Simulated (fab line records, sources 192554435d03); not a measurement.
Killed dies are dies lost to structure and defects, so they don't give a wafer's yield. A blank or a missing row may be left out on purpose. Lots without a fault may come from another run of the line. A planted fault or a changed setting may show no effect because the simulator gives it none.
Problem report in the 8D (eight disciplines) form, filled by code | flow n5_finfet | the parts of the form that need people (team, actions taken, sign-off) are left out

1. THE PROBLEM
spin_speed_rpm at N5_BEOL_M13_COAT_04 reads a mean of 1674.1 rpm on 6 wafers of 2 lots; wafers without a fault read 1625.0 rpm with a standard deviation of 1.2. That is +41 standard deviations from the usual mean.
The step: resist thk 400 nm.
First seen on wafer L611.3, day 16 04:35, on litho_track-05. The record holds 30 wafers of 10 lots with a number at this step. Rule for "out", or "out of limits": more than 4 standard deviations from the usual mean. The other wafers with a number count as sound.

2. WHAT IT IS AND WHAT IT IS NOT
question                    | is                     | is not
which readings at this step | spin_speed_rpm         | -
which lots                  | L611, L612             | L601, L604, L605, L608, L616, L617, L618, L624
which wafers of those lots  | all that have a number | -
read on which tools         | litho_track-05         | litho_track-02, litho_track-03
when                        | from day 16 04:35      | up to then (12 sound wafers); but 12 sound wafers of L616, L617, L618, L624 came after

3. SUSPECTS, AND WHAT RULES EACH OUT
Counting: a tool at a process step up to the reading stays a suspect if it ran every lot that is out and no sound lot after the first of them.
- pvd_sputter-02 at N5_BEOL_M12_SPUTTER_44 (material Ta, target thk 10 nm, time 16.13 s): ruled out as a lasting fault. Sound lots L616 ran on it after its first lot that is out, L611 (day 16 03:17).
- litho_track-05 at N5_BEOL_M13_COAT_04 (resist thk 400 nm): kept. It ran every lot that is out, first L611 (day 16 04:35), and no sound lot after that; its last sound lot up to then is L604 (day 13 02:09). Its own readings are out on those wafers: spin_speed_rpm.
Left after counting: litho_track-05 at N5_BEOL_M13_COAT_04.

4. THE CAUSE (what the simulator had put in)
Process parameter drift: litho_track-05, from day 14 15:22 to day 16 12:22, at N5_BEOL_M13_COAT_04. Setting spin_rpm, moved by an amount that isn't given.
Counting left only this tool.

5. THE CHAIN OF EFFECTS, in route order
Each row: a reading whose mean over the struck wafers that have a number lies more than 3 standard deviations from the usual. Only readings for which the record gives a usual standard deviation are gone through. hours: the time from each lot's start at the first step in this table that gives one to its start at this step, as a median over the lots. sigmas: the change in usual standard deviations.
hours | step                | reading        | usual      | on struck wafers | change | sigmas
0     | N5_BEOL_M13_COAT_04 | spin_speed_rpm | 1625.0 rpm | 1674.1           | +49.1  | +41
The process steps in it:
- N5_BEOL_M13_COAT_04: resist thk 400 nm.

6. WHAT WOULD HAVE CAUGHT IT SOONER
In this record the first reading out of limits was taken at day 16 04:35, 37 hours after the fault began at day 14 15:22.
